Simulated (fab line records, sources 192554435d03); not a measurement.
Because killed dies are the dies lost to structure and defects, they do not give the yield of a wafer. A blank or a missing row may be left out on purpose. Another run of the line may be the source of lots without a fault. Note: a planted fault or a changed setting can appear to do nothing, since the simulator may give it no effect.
fab line records || flow n5-finfet || part 2 of 2: steps 32 to 43 of 43
record: {"lots": 5, "wafers": 15, "last-day": 17}
route steps=1938 shown ZERO_LAYER@6 WELL_APT@20
lots that met no fault: taken from a fault-free run of the same line
start-h: start of the lot's first displayed wafer, in hours after the record's first day || wait-h: how many hours have passed since the lot's step before this one || " same as the row above || L1.1+2: a row that stands for several wafers || - no value present, or no start provided || * or withheld: withheld || < > ~ a bound
route shown NAME@n: a module of which the file shows steps, and the number in the route of the first || usual: average and standard deviation across the fault-free wafers || same: alike in all rows || chamber/n: place in a boat || sites: the reading at each site || _std_site: standard deviation of those values || _edge_site: inner sites' mean taken away from outer sites' mean || radius-mm: how far each site lies from the wafer's centre || mask NAME#n: copy n || behind: the most recent tool/chamber to have shaped the wafer || hold: the reason the lot was held/the length of the hold in hours/how it ended || device: the transistor (n, p or np) that didn't switch || end of line: tests of these same wafers at the route's end || where a step has no rows: the recipe by itself || killed: dies lost to structure and defects at the first sort, not the wafer's yield || map: the dies of a wafer, with x for killed, . for not killed, _ for no die there
set.NAME: setting as actually run; set.NAME@STEP: the setting as run at that earlier step || model.NAME: the simulator's own value behind a step, which no gauge read
lots at some steps of the route; a table a step, a row a wafer
services: from which hour (start-h, from the record's first day; less than 0 if before it) a tool's chamber was out of use, for how many hours, and why
== steps ==
step: N5_WELL_APT_EBR_21
recipe: {"solvent": "PGMEA", "ebr-width-mm": 1.5}
{"lot.wafer": "L080.1+4+6", "tool": "litho-track-02", "chamber": 0, "start-h": "-", "wait-h": "-"}
{"lot.wafer": "L086.1+3+6", "tool": "litho-track-04", "chamber": 0, "start-h": "-", "wait-h": "-"}
{"lot.wafer": "L089.2+5+6", "tool": "litho-track-05", "chamber": 0, "start-h": "-", "wait-h": "-"}
{"lot.wafer": "L090.3+4+5", "tool": "litho-track-02", "chamber": 0, "start-h": "-", "wait-h": "-"}
{"lot.wafer": "L096.1+3+4", "tool": "litho-track-04", "chamber": 0, "start-h": "-", "wait-h": "-"}
step: N5_WELL_APT_SOFTBAKE_20
recipe: {"temp-c": 130, "time-s": 60}
{"lot.wafer": "L080.1+4+6", "tool": "litho-track-02", "chamber": 0, "start-h": "-", "wait-h": "-"}
{"lot.wafer": "L086.1+3+6", "tool": "litho-track-04", "chamber": 0, "start-h": "-", "wait-h": "-"}
{"lot.wafer": "L089.2+5+6", "tool": "litho-track-05", "chamber": 0, "start-h": "-", "wait-h": "-"}
{"lot.wafer": "L090.3+4+5", "tool": "litho-track-02", "chamber": 0, "start-h": "-", "wait-h": "-"}
{"lot.wafer": "L096.1+3+4", "tool": "litho-track-04", "chamber": 0, "start-h": "-", "wait-h": "-"}
step: N5_WELL_APT_EXPOSE_22
recipe: {"mask-id": "PWELL", "na": 0.8, "source-shape": "conventional", "sigma-outer": 0.8, "polarization": "unpolarized", "defocus-nm": 0, "target-cd-nm": 200, "dose-mj": 23.2}
{"lot.wafer": "L080.1+4+6", "tool": "krf-scanner-02", "chamber": 0, "start-h": 51.57, "wait-h": "-", "mask": "PWELL#0"}
{"lot.wafer": "L086.1+3+6", "tool": "krf-scanner-02", "chamber": 0, "start-h": 86.61, "wait-h": "-", "mask": "PWELL#0"}
{"lot.wafer": "L089.2+5+6", "tool": "krf-scanner-01", "chamber": 0, "start-h": 105.52, "wait-h": "-", "mask": "PWELL#0"}
{"lot.wafer": "L090.3+4+5", "tool": "krf-scanner-01", "chamber": 0, "start-h": 110.99, "wait-h": "-", "mask": "PWELL#0"}
{"lot.wafer": "L096.1+3+4", "tool": "krf-scanner-02", "chamber": 0, "start-h": 146.93, "wait-h": "-", "mask": "PWELL#0"}
step: N5_WELL_APT_PEB_23
recipe: {"peb-temp-c": 130, "peb-time-s": 90}
{"lot.wafer": "L080.1+4+6", "tool": "litho-track-02", "chamber": 0, "start-h": 51.63, "wait-h": 0.1}
{"lot.wafer": "L086.1+3+6", "tool": "litho-track-02", "chamber": 0, "start-h": 86.67, "wait-h": 0.1}
{"lot.wafer": "L089.2+5+6", "tool": "litho-track-04", "chamber": 0, "start-h": 105.57, "wait-h": 0.0}
{"lot.wafer": "L090.3+4+5", "tool": "litho-track-05", "chamber": 0, "start-h": 111.03, "wait-h": 0.0}
{"lot.wafer": "L096.1+3+4", "tool": "litho-track-02", "chamber": 0, "start-h": 146.98, "wait-h": 0.1}
step: N5_WELL_APT_DEVELOP_24
recipe: {"develop-time-s": 45, "rinse-liquid": "surfactant-rinse", "dry": "air-spin", "dev-temp-c": 21}
{"lot.wafer": "L080.1+4+6", "tool": "litho-track-02", "chamber": 0, "start-h": "-", "wait-h": "-"}
{"lot.wafer": "L086.1+3+6", "tool": "litho-track-02", "chamber": 0, "start-h": "-", "wait-h": "-"}
{"lot.wafer": "L089.2+5+6", "tool": "litho-track-04", "chamber": 0, "start-h": "-", "wait-h": "-"}
{"lot.wafer": "L090.3+4+5", "tool": "litho-track-05", "chamber": 0, "start-h": "-", "wait-h": "-"}
{"lot.wafer": "L096.1+3+4", "tool": "litho-track-02", "chamber": 0, "start-h": "-", "wait-h": "-"}
step: N5_WELL_APT_HARDBAKE_29
recipe: {"temp-c": 130, "time-s": 120}
{"lot.wafer": "L080.1+4+6", "tool": "litho-track-02", "chamber": 0, "start-h": "-", "wait-h": "-"}
{"lot.wafer": "L086.1+3+6", "tool": "litho-track-02", "chamber": 0, "start-h": "-", "wait-h": "-"}
{"lot.wafer": "L089.2+5+6", "tool": "litho-track-04", "chamber": 0, "start-h": "-", "wait-h": "-"}
{"lot.wafer": "L090.3+4+5", "tool": "litho-track-05", "chamber": 0, "start-h": "-", "wait-h": "-"}
{"lot.wafer": "L096.1+3+4", "tool": "litho-track-02", "chamber": 0, "start-h": "-", "wait-h": "-"}
step: N5_WELL_APT_CD_MEAS_25
recipe: {"target-cd-nm": 200, "landing-energy-ev": 500, "detector": "se-inlens"}
usual: {"cd-nm": "200.6/1.3"}
{"lot.wafer": "L080.1", "tool": "cd-sem-02", "chamber": 0, "start-h": 51.74, "wait-h": "-", "cd-nm": 201.2}
{"lot.wafer": "L080.4", "tool": "cd-sem-02", "chamber": 0, "start-h": 51.74, "wait-h": "-", "cd-nm": 200.3}
{"lot.wafer": "L080.6", "tool": "cd-sem-02", "chamber": 0, "start-h": 51.74, "wait-h": "-", "cd-nm": 200.6}
{"lot.wafer": "L086.1", "tool": "cd-sem-02", "chamber": 0, "start-h": 86.78, "wait-h": "-", "cd-nm": 199.6}
{"lot.wafer": "L086.3", "tool": "cd-sem-02", "chamber": 0, "start-h": 86.78, "wait-h": "-", "cd-nm": 198.7}
{"lot.wafer": "L086.6", "tool": "cd-sem-02", "chamber": 0, "start-h": 86.78, "wait-h": "-", "cd-nm": 200.4}
{"lot.wafer": "L089.2", "tool": "cd-sem-03", "chamber": 0, "start-h": 105.69, "wait-h": "-", "cd-nm": 200.6}
{"lot.wafer": "L089.5", "tool": "cd-sem-03", "chamber": 0, "start-h": 105.69, "wait-h": "-", "cd-nm": 201.4}
{"lot.wafer": "L089.6", "tool": "cd-sem-03", "chamber": 0, "start-h": 105.69, "wait-h": "-", "cd-nm": 201.3}
{"lot.wafer": "L090.3", "tool": "cd-sem-02", "chamber": 0, "start-h": 111.15, "wait-h": "-", "cd-nm": 199.7}
{"lot.wafer": "L090.4", "tool": "cd-sem-02", "chamber": 0, "start-h": 111.15, "wait-h": "-", "cd-nm": 201.4}
{"lot.wafer": "L090.5", "tool": "cd-sem-02", "chamber": 0, "start-h": 111.15, "wait-h": "-", "cd-nm": 201.8}
{"lot.wafer": "L096.1", "tool": "cd-sem-02", "chamber": 0, "start-h": 147.10, "wait-h": "-", "cd-nm": 202.0}
{"lot.wafer": "L096.3", "tool": "cd-sem-02", "chamber": 0, "start-h": 147.10, "wait-h": "-", "cd-nm": 200.8}
{"lot.wafer": "L096.4", "tool": "cd-sem-02", "chamber": 0, "start-h": 147.10, "wait-h": "-", "cd-nm": 202.2}
step: N5_WELL_APT_OVL_MEAS_26
recipe: {"points-per-wafer": 44}
usual: {"PWELL_OVL": "0/5.9"}
same: {"points-per-wafer": 44}
{"lot.wafer": "L080.1", "tool": "overlay-02", "chamber": 0, "start-h": 51.77, "wait-h": 0.0, "PWELL_OVL[nm]": -7}
{"lot.wafer": "L080.4", "tool": "overlay-02", "chamber": 0, "start-h": 51.77, "wait-h": 0.0, "PWELL_OVL[nm]": -6}
{"lot.wafer": "L080.6", "tool": "overlay-02", "chamber": 0, "start-h": 51.77, "wait-h": 0.0, "PWELL_OVL[nm]": -3}
{"lot.wafer": "L086.1", "tool": "overlay-01", "chamber": 0, "start-h": 86.81, "wait-h": 0.0, "PWELL_OVL[nm]": 0}
{"lot.wafer": "L086.3", "tool": "overlay-01", "chamber": 0, "start-h": 86.81, "wait-h": 0.0, "PWELL_OVL[nm]": 2}
{"lot.wafer": "L086.6", "tool": "overlay-01", "chamber": 0, "start-h": 86.81, "wait-h": 0.0, "PWELL_OVL[nm]": 6}
{"lot.wafer": "L089.2", "tool": "overlay-01", "chamber": 0, "start-h": 105.72, "wait-h": 0.0, "PWELL_OVL[nm]": -9}
{"lot.wafer": "L089.5", "tool": "overlay-01", "chamber": 0, "start-h": 105.72, "wait-h": 0.0, "PWELL_OVL[nm]": 4}
{"lot.wafer": "L089.6", "tool": "overlay-01", "chamber": 0, "start-h": 105.72, "wait-h": 0.0, "PWELL_OVL[nm]": 7}
{"lot.wafer": "L090.3", "tool": "overlay-02", "chamber": 0, "start-h": 111.18, "wait-h": 0.0, "PWELL_OVL[nm]": 4}
{"lot.wafer": "L090.4", "tool": "overlay-02", "chamber": 0, "start-h": 111.18, "wait-h": 0.0, "PWELL_OVL[nm]": 1}
{"lot.wafer": "L090.5", "tool": "overlay-02", "chamber": 0, "start-h": 111.18, "wait-h": 0.0, "PWELL_OVL[nm]": 6}
{"lot.wafer": "L096.1", "tool": "overlay-02", "chamber": 0, "start-h": 147.13, "wait-h": 0.0, "PWELL_OVL[nm]": -1}
{"lot.wafer": "L096.3", "tool": "overlay-02", "chamber": 0, "start-h": 147.13, "wait-h": 0.0, "PWELL_OVL[nm]": -3}
{"lot.wafer": "L096.4", "tool": "overlay-02", "chamber": 0, "start-h": 147.13, "wait-h": 0.0, "PWELL_OVL[nm]": 1}
step: N5_WELL_APT_INSPECT_27
recipe: {"mode": "adi", "inspect-instrument": "macro"}
usual: {"raw-defect-count": "2.1/1.4"}
{"lot.wafer": "L080.1", "tool": "defect-inspect-01", "chamber": "-", "start-h": 51.80, "wait-h": 0.0, "raw-defect-count": 1}
{"lot.wafer": "L080.4", "tool": "defect-inspect-01", "chamber": "-", "start-h": 51.80, "wait-h": 0.0, "raw-defect-count": 2}
{"lot.wafer": "L080.6", "tool": "defect-inspect-01", "chamber": "-", "start-h": 51.80, "wait-h": 0.0, "raw-defect-count": 3}
{"lot.wafer": "L086.1", "tool": "defect-inspect-02", "chamber": "-", "start-h": 86.83, "wait-h": 0.0, "raw-defect-count": 2}
{"lot.wafer": "L086.3", "tool": "defect-inspect-02", "chamber": "-", "start-h": 86.83, "wait-h": 0.0, "raw-defect-count": 1}
{"lot.wafer": "L086.6", "tool": "defect-inspect-02", "chamber": "-", "start-h": 86.83, "wait-h": 0.0, "raw-defect-count": 1}
{"lot.wafer": "L089.2", "tool": "defect-inspect-01", "chamber": "-", "start-h": 105.74, "wait-h": 0.0, "raw-defect-count": 1}
{"lot.wafer": "L089.5", "tool": "defect-inspect-01", "chamber": "-", "start-h": 105.74, "wait-h": 0.0, "raw-defect-count": 2}
{"lot.wafer": "L089.6", "tool": "defect-inspect-01", "chamber": "-", "start-h": 105.74, "wait-h": 0.0, "raw-defect-count": 0}
{"lot.wafer": "L090.3", "tool": "defect-inspect-02", "chamber": "-", "start-h": 111.20, "wait-h": 0.0, "raw-defect-count": 1}
{"lot.wafer": "L090.4", "tool": "defect-inspect-02", "chamber": "-", "start-h": 111.20, "wait-h": 0.0, "raw-defect-count": 1}
{"lot.wafer": "L090.5", "tool": "defect-inspect-02", "chamber": "-", "start-h": 111.20, "wait-h": 0.0, "raw-defect-count": 2}
{"lot.wafer": "L096.1", "tool": "defect-inspect-02", "chamber": "-", "start-h": 147.15, "wait-h": 0.0, "raw-defect-count": 0}
{"lot.wafer": "L096.3", "tool": "defect-inspect-02", "chamber": "-", "start-h": 147.15, "wait-h": 0.0, "raw-defect-count": 3}
{"lot.wafer": "L096.4", "tool": "defect-inspect-02", "chamber": "-", "start-h": 147.15, "wait-h": 0.0, "raw-defect-count": 2}
step: N5_WELL_APT_DESCUM_30
recipe: {"chemistry": "O2", "time-s": 7.9, "source-power-w": 50, "bias-power-w": 20, "pressure-mtorr": 20, "rf-frequency-hz": 2.712e+07, "temp-c": 40, "o2-flow-sccm": 225}
usual: {"drypump-motor-current-A": "5.9/0.49", "oes-product-au": "0.77/0.069", "rf-vpp-V": "243.6/1.4", "showerhead-plenum-p-Torr": "2.12/0.071", "throttle-valve-pct": "20.36/0.21"}
{"lot.wafer": "L080.1", "tool": "rie-diel-03", "chamber": 3, "start-h": 51.83, "wait-h": 0.0, "drypump-motor-current-A": 6.3, "oes-product-au": 0.83, "rf-hours-counter-h": 85, "rf-vpp-V": 244.4, "showerhead-plenum-p-Torr": 2.03, "throttle-valve-pct": 20.24}
{"lot.wafer": "L080.4", "tool": "rie-diel-03", "chamber": 2, "start-h": 51.83, "wait-h": 0.0, "drypump-motor-current-A": 6.6, "oes-product-au": 0.74, "rf-hours-counter-h": 164, "rf-vpp-V": 244.4, "showerhead-plenum-p-Torr": 2.17, "throttle-valve-pct": 20.63}
{"lot.wafer": "L080.6", "tool": "rie-diel-03", "chamber": 1, "start-h": 51.83, "wait-h": 0.0, "drypump-motor-current-A": 5.7, "oes-product-au": 0.85, "rf-hours-counter-h": "-", "rf-vpp-V": 244.6, "showerhead-plenum-p-Torr": 2.22, "throttle-valve-pct": 20.00}
{"lot.wafer": "L086.1", "tool": "rie-diel-03", "chamber": 2, "start-h": 86.87, "wait-h": 0.0, "drypump-motor-current-A": 6.6, "oes-product-au": 0.74, "rf-hours-counter-h": 180, "rf-vpp-V": 243.9, "showerhead-plenum-p-Torr": 2.16, "throttle-valve-pct": 20.66}
{"lot.wafer": "L086.3", "tool": "rie-diel-03", "chamber": 1, "start-h": 86.87, "wait-h": 0.0, "drypump-motor-current-A": 5.7, "oes-product-au": 0.82, "rf-hours-counter-h": 72, "rf-vpp-V": 243.5, "showerhead-plenum-p-Torr": 2.21, "throttle-valve-pct": 20.03}
{"lot.wafer": "L086.6", "tool": "rie-diel-03", "chamber": 2, "start-h": 86.87, "wait-h": 0.0, "drypump-motor-current-A": 6.6, "oes-product-au": 0.73, "rf-hours-counter-h": "-", "rf-vpp-V": 245.4, "showerhead-plenum-p-Torr": 2.16, "throttle-valve-pct": 20.66}
{"lot.wafer": "L089.2", "tool": "rie-diel-03", "chamber": 3, "start-h": 105.82, "wait-h": 0.1, "drypump-motor-current-A": 6.3, "oes-product-au": 0.80, "rf-hours-counter-h": 105, "rf-vpp-V": 242.0, "showerhead-plenum-p-Torr": 2.02, "throttle-valve-pct": 20.26}
{"lot.wafer": "L089.5", "tool": "rie-diel-03", "chamber": 1, "start-h": 105.82, "wait-h": 0.1, "drypump-motor-current-A": 5.7, "oes-product-au": 0.82, "rf-hours-counter-h": "-", "rf-vpp-V": 245.2, "showerhead-plenum-p-Torr": 2.21, "throttle-valve-pct": 20.02}
{"lot.wafer": "L089.6", "tool": "rie-diel-03", "chamber": 0, "start-h": 105.82, "wait-h": 0.1, "drypump-motor-current-A": 6.3, "oes-product-au": 0.98, "rf-hours-counter-h": "-", "rf-vpp-V": 242.4, "showerhead-plenum-p-Torr": 2.06, "throttle-valve-pct": 20.28}
{"lot.wafer": "L090.3", "tool": "rie-diel-03", "chamber": 0, "start-h": 111.33, "wait-h": 0.1, "drypump-motor-current-A": 6.3, "oes-product-au": 0.96, "rf-hours-counter-h": 5, "rf-vpp-V": 241.9, "showerhead-plenum-p-Torr": 2.06, "throttle-valve-pct": 20.29}
{"lot.wafer": "L090.4", "tool": "rie-diel-03", "chamber": 1, "start-h": 111.33, "wait-h": 0.1, "drypump-motor-current-A": 5.7, "oes-product-au": 0.82, "rf-hours-counter-h": "-", "rf-vpp-V": 245.0, "showerhead-plenum-p-Torr": 2.21, "throttle-valve-pct": 20.05}
{"lot.wafer": "L090.5", "tool": "rie-diel-03", "chamber": 2, "start-h": 111.33, "wait-h": 0.1, "drypump-motor-current-A": 6.6, "oes-product-au": 0.72, "rf-hours-counter-h": "-", "rf-vpp-V": 244.4, "showerhead-plenum-p-Torr": 2.16, "throttle-valve-pct": 20.67}
{"lot.wafer": "L096.1", "tool": "rie-diel-05", "chamber": 3, "start-h": 147.19, "wait-h": 0.0, "drypump-motor-current-A": 5.4, "oes-product-au": 0.74, "rf-hours-counter-h": 178, "rf-vpp-V": 243.9, "showerhead-plenum-p-Torr": 2.08, "throttle-valve-pct": 20.50}
{"lot.wafer": "L096.3", "tool": "rie-diel-05", "chamber": 0, "start-h": 147.19, "wait-h": 0.0, "drypump-motor-current-A": 5.2, "oes-product-au": 0.71, "rf-hours-counter-h": 211, "rf-vpp-V": 242.9, "showerhead-plenum-p-Torr": 2.16, "throttle-valve-pct": 20.53}
{"lot.wafer": "L096.4", "tool": "rie-diel-05", "chamber": 2, "start-h": 147.19, "wait-h": 0.0, "drypump-motor-current-A": 6.3, "oes-product-au": 0.71, "rf-hours-counter-h": 183, "rf-vpp-V": 242.9, "showerhead-plenum-p-Torr": 2.08, "throttle-valve-pct": 20.54}
step: N5_WELL_APT_IMPLANT_31
recipe: {"species": "B", "energy-kev": 60, "dose-cm2": 1.5e+13, "tilt-deg": 0, "rotation-deg": 0}
usual: {"tilt-deg": "0.001/0.025"}
{"lot.wafer": "L080.1", "tool": "implanter-01", "chamber": 0, "start-h": 51.94, "wait-h": 0.1, "tilt-deg": -0.006}
{"lot.wafer": "L080.4", "tool": "implanter-01", "chamber": 0, "start-h": 51.94, "wait-h": 0.1, "tilt-deg": 0.020}
{"lot.wafer": "L080.6", "tool": "implanter-01", "chamber": 0, "start-h": 51.94, "wait-h": 0.1, "tilt-deg": -0.013}
{"lot.wafer": "L086.1", "tool": "implanter-02", "chamber": 0, "start-h": 86.97, "wait-h": 0.1, "tilt-deg": -0.026}
{"lot.wafer": "L086.3", "tool": "implanter-02", "chamber": 0, "start-h": 86.97, "wait-h": 0.1, "tilt-deg": 0.002}
{"lot.wafer": "L086.6", "tool": "implanter-02", "chamber": 0, "start-h": 86.97, "wait-h": 0.1, "tilt-deg": 0.029}
{"lot.wafer": "L089.2", "tool": "implanter-01", "chamber": 0, "start-h": 105.94, "wait-h": 0.1, "tilt-deg": 0.039}
{"lot.wafer": "L089.5", "tool": "implanter-01", "chamber": 0, "start-h": 105.94, "wait-h": 0.1, "tilt-deg": -0.017}
{"lot.wafer": "L089.6", "tool": "implanter-01", "chamber": 0, "start-h": 105.94, "wait-h": 0.1, "tilt-deg": 0.010}
{"lot.wafer": "L090.3", "tool": "implanter-02", "chamber": 0, "start-h": 111.49, "wait-h": 0.1, "tilt-deg": 0.030}
{"lot.wafer": "L090.4", "tool": "implanter-02", "chamber": 0, "start-h": 111.49, "wait-h": 0.1, "tilt-deg": 0.005}
{"lot.wafer": "L090.5", "tool": "implanter-02", "chamber": 0, "start-h": 111.49, "wait-h": 0.1, "tilt-deg": 0.003}
{"lot.wafer": "L096.1", "tool": "implanter-02", "chamber": 0, "start-h": 147.28, "wait-h": 0.1, "tilt-deg": -0.031}
{"lot.wafer": "L096.3", "tool": "implanter-02", "chamber": 0, "start-h": 147.28, "wait-h": 0.1, "tilt-deg": -0.008}
{"lot.wafer": "L096.4", "tool": "implanter-02", "chamber": 0, "start-h": 147.28, "wait-h": 0.1, "tilt-deg": -0.021}
step: N5_WELL_APT_IMPLANT_32
recipe: {"species": "BF2", "energy-kev": 50, "dose-cm2": 2e+13, "tilt-deg": 0, "rotation-deg": 0}
usual: {"tilt-deg": "-0.001/0.021"}
{"lot.wafer": "L080.1", "tool": "implanter-01", "chamber": 0, "start-h": 52.12, "wait-h": 0.1, "tilt-deg": -0.004}
{"lot.wafer": "L080.4", "tool": "implanter-01", "chamber": 0, "start-h": 52.12, "wait-h": 0.1, "tilt-deg": -0.006}
{"lot.wafer": "L080.6", "tool": "implanter-01", "chamber": 0, "start-h": 52.12, "wait-h": 0.1, "tilt-deg": -0.010}
{"lot.wafer": "L086.1", "tool": "implanter-02", "chamber": 0, "start-h": 87.15, "wait-h": 0.1, "tilt-deg": -0.019}
{"lot.wafer": "L086.3", "tool": "implanter-02", "chamber": 0, "start-h": 87.15, "wait-h": 0.1, "tilt-deg": 0.026}
{"lot.wafer": "L086.6", "tool": "implanter-02", "chamber": 0, "start-h": 87.15, "wait-h": 0.1, "tilt-deg": -0.012}
{"lot.wafer": "L089.2", "tool": "implanter-01", "chamber": 0, "start-h": 106.12, "wait-h": 0.1, "tilt-deg": -0.017}
{"lot.wafer": "L089.5", "tool": "implanter-01", "chamber": 0, "start-h": 106.12, "wait-h": 0.1, "tilt-deg": 0.033}
{"lot.wafer": "L089.6", "tool": "implanter-01", "chamber": 0, "start-h": 106.12, "wait-h": 0.1, "tilt-deg": 0.039}
{"lot.wafer": "L090.3", "tool": "implanter-02", "chamber": 0, "start-h": 111.67, "wait-h": 0.1, "tilt-deg": -0.007}
{"lot.wafer": "L090.4", "tool": "implanter-02", "chamber": 0, "start-h": 111.67, "wait-h": 0.1, "tilt-deg": -0.038}
{"lot.wafer": "L090.5", "tool": "implanter-02", "chamber": 0, "start-h": 111.67, "wait-h": 0.1, "tilt-deg": -0.019}
{"lot.wafer": "L096.1", "tool": "implanter-02", "chamber": 0, "start-h": 147.46, "wait-h": 0.1, "tilt-deg": 0.000}
{"lot.wafer": "L096.3", "tool": "implanter-02", "chamber": 0, "start-h": 147.46, "wait-h": 0.1, "tilt-deg": -0.007}
{"lot.wafer": "L096.4", "tool": "implanter-02", "chamber": 0, "start-h": 147.46, "wait-h": 0.1, "tilt-deg": -0.011}
== services ==
{"tool": "rie-diel-05", "chamber": 2, "start-h": 33.36, "hours": 5.6, "kind": "repair"}
{"tool": "plasma-asher-02", "chamber": "-", "start-h": 34.14, "hours": 1.2, "kind": "repair"}
{"tool": "implanter-02", "chamber": "-", "start-h": 34.68, "hours": 6.3, "kind": "pm"}
{"tool": "rie-si-04", "chamber": "-", "start-h": 35.60, "hours": 0.5, "kind": "repair"}
{"tool": "rie-si-04", "chamber": "-", "start-h": 36.99, "hours": 4.3, "kind": "pm"}
{"tool": "krf-scanner-02", "chamber": "-", "start-h": 38.72, "hours": 1.3, "kind": "pm"}
{"tool": "rie-diel-04", "chamber": 0, "start-h": 41.51, "hours": 6.5, "kind": "repair"}
{"tool": "plasma-asher-01", "chamber": "-", "start-h": 43.90, "hours": 8.0, "kind": "repair"}
{"tool": "rie-diel-03", "chamber": "-", "start-h": 46.60, "hours": 2.1, "kind": "repair"}
{"tool": "rie-diel-04", "chamber": 3, "start-h": 49.33, "hours": 6.1, "kind": "repair"}
{"tool": "krf-scanner-01", "chamber": "-", "start-h": 56.45, "hours": 7.2, "kind": "pm"}
{"tool": "plasma-asher-02", "chamber": "-", "start-h": 62.00, "hours": 1.0, "kind": "repair"}
{"tool": "krf-scanner-01", "chamber": "-", "start-h": 72.23, "hours": 1.0, "kind": "pm"}
{"tool": "krf-scanner-02", "chamber": "-", "start-h": 82.38, "hours": 4.0, "kind": "pm"}
{"tool": "rie-diel-04", "chamber": 2, "start-h": 86.03, "hours": 7.0, "kind": "repair"}
{"tool": "rie-diel-03", "chamber": "-", "start-h": 94.92, "hours": 10.0, "kind": "pm"}
{"tool": "krf-scanner-01", "chamber": "-", "start-h": 105.73, "hours": 4.4, "kind": "repair"}
{"tool": "rie-diel-03", "chamber": 3, "start-h": 109.32, "hours": 3.6, "kind": "repair"}
{"tool": "krf-scanner-02", "chamber": "-", "start-h": 120.07, "hours": 1.0, "kind": "pm"}
{"tool": "krf-scanner-01", "chamber": "-", "start-h": 129.52, "hours": 0.8, "kind": "pm"}
{"tool": "rie-diel-03", "chamber": 2, "start-h": 134.14, "hours": 4.8, "kind": "repair"}
{"tool": "rie-diel-04", "chamber": 3, "start-h": 137.47, "hours": 4.1, "kind": "repair"}
{"tool": "plasma-asher-02", "chamber": "-", "start-h": 141.78, "hours": 0.4, "kind": "repair"}
{"tool": "rie-diel-04", "chamber": 2, "start-h": 146.42, "hours": 8.2, "kind": "repair"}
